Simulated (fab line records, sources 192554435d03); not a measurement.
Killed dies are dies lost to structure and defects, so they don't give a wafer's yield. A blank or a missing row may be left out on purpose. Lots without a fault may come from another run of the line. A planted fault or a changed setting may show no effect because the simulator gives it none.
Problem report in the 8D (eight disciplines) form, filled by code | flow n5_finfet | the parts of the form that need people (team, actions taken, sign-off) are left out

1. THE PROBLEM
etch_rf_on_time_s at N5_BEOL_M0_SAQP_ETCH_73 reads a mean of 19.1 s on 6 wafers of 2 lots; wafers without a fault read 32.5 s with a standard deviation of 0.46. That is -29 standard deviations from the usual mean.
The step: etches SiARC in CF4, target depth 19.5 nm, time 32.5 s.
First seen on wafer L945.1, day 9 20:13, on rie_diel-02. The record holds 27 wafers of 9 lots with a number at this step. Rule for "out", or "out of limits": more than 4 standard deviations from the usual mean. The other wafers with a number count as sound.

2. WHAT IT IS AND WHAT IT IS NOT
question                    | is                     | is not
which readings at this step | etch_rf_on_time_s      | drypump_motor_current_A, rf_vpp_V, showerhead_plenum_p_Torr, throttle_valve_pct
which lots                  | L945, L946             | L931, L934, L935, L937, L938, L939, L951
which wafers of those lots  | all that have a number | -
read on which tools         | rie_diel-02            | rie_diel-03, rie_diel-05
when                        | from day 9 20:13       | up to then (18 sound wafers); but 3 sound wafers of L951 came after

3. SUSPECTS, AND WHAT RULES EACH OUT
Counting: a tool at a process step up to the reading stays a suspect if it ran every lot that is out and no sound lot after the first of them.
- rie_diel-02 at N5_BEOL_M0_SAQP_DESCUM_45 (chemistry O2, time 7 s): kept. It ran every lot that is out, first L945 (day 9 20:10), and no sound lot after that; its last sound lot up to then is L939 (day 8 19:58).
- rie_diel-02 at N5_BEOL_M0_SAQP_ETCH_73 (etches SiARC in CF4, target depth 19.5 nm, time 32.5 s): kept. It ran every lot that is out, first L945 (day 9 20:13), and no sound lot after that; its last sound lot up to then is L939 (day 8 20:01). Its own readings are out on those wafers: etch_rf_on_time_s.
Left after counting: rie_diel-02 at N5_BEOL_M0_SAQP_DESCUM_45, rie_diel-02 at N5_BEOL_M0_SAQP_ETCH_73.

4. THE CAUSE (what the simulator had put in)
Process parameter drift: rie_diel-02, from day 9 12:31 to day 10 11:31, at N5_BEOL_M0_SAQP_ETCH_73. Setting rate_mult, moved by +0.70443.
Counting left 2 suspects, and this tool is among them.

5. THE CHAIN OF EFFECTS, in route order
Each row: a reading whose mean over the struck wafers that have a number lies more than 3 standard deviations from the usual. Only readings for which the record gives a usual standard deviation are gone through. hours: the time from each lot's start at the first step in this table that gives one to its start at this step, as a median over the lots. sigmas: the change in usual standard deviations.
hours | step                    | reading           | usual     | on struck wafers | change | sigmas
0     | N5_BEOL_M0_SAQP_ETCH_73 | etch_rf_on_time_s | 32.5 s    | 19.1             | -13.4  | -29
0     | N5_BEOL_M0_SAQP_ETCH_73 | oes_product_au    | 0.67 a.u. | 0.99             | +0.32  | +4.7
The process steps in it:
- N5_BEOL_M0_SAQP_ETCH_73: etches SiARC in CF4, target depth 19.5 nm, time 32.5 s.
Later measuring or inspecting steps at which every struck wafer that the step has a row for has a number for every such reading, and none has moved that far: N5_BEOL_M4_RC_MEAS_101.

6. WHAT WOULD HAVE CAUGHT IT SOONER
In this record the first reading out of limits was taken at day 9 20:13, 8 hours after the fault began at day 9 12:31.
